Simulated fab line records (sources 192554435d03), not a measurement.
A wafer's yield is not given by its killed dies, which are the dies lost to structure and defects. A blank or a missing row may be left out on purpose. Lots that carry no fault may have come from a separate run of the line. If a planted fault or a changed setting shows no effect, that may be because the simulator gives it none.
2 desks looking at one fault :: flow n5_finfet :: only its own numbers are on each desk; what lay behind them is given at the end

== TOOL OWNER'S DESK, ald_metal-01 ==
The tool's own readings at N5_BEOL_M9_ALD_74 (deposits TaN, target thk 2 nm, pulse time 2 s, purge time 3 s): means of the sampled wafers that have a number, for each lot that ran on this tool. If a lot's mean is further than 4 standard deviations from the usual mean, the lot is out of limits and carries the mark OUT (the distance appears in the brackets).
Columns: A = heater_power_w at N5_BEOL_M9_ALD_74, usual 417 W
lot: L674
first seen here: day 13 06:02
A: 462

lot: L677
first seen here: day 13 06:25
A: 427

lot: L679
first seen here: day 13 10:14
A: 409

lot: L688
first seen here: day 17 02:31
A: 451
This desk found nothing out of limits on any of the 4 lots.

== METROLOGY DESK ==
Lot by lot, what the gauges showed, no matter which tool ran the lot: averages of those sampled wafers that carry a number. If a lot's mean is further than 4 standard deviations from the usual mean, the lot is out of limits and carries the mark OUT (the distance appears in the brackets).
Columns: A = trench_depth_nm at N5_BEOL_M9_OCD_MEAS_38, usual 151.7 nm; B = cd_nm at N5_BEOL_M9_CD_MEAS_35, usual 70.1 nm
lot: L669
first seen here: day 10 09:34
A: 154.8
B: 70.0

lot: L674
first seen here: day 13 04:45
A: 149.1
B: 69.7

lot: L677
first seen here: day 13 05:46
A: 149.3
B: 69.7

lot: L679
first seen here: day 13 08:55
A: 151.4
B: 69.7

lot: L686
first seen here: day 16 06:47
A: 151.1
B: 69.6

lot: L688
first seen here: day 17 01:02
A: 154.9
B: 70.2

lot: L690
first seen here: day 17 03:10
A: 151.7
B: 71.3
This desk found nothing out of limits on any of the 7 lots.

== BROUGHT TOGETHER ==
The desk of the tool owner found nothing out of limits.
At the metrology desk, nothing out of limits was observed.

== WHAT HAD BEEN PUT IN BY THE SIMULATOR ==
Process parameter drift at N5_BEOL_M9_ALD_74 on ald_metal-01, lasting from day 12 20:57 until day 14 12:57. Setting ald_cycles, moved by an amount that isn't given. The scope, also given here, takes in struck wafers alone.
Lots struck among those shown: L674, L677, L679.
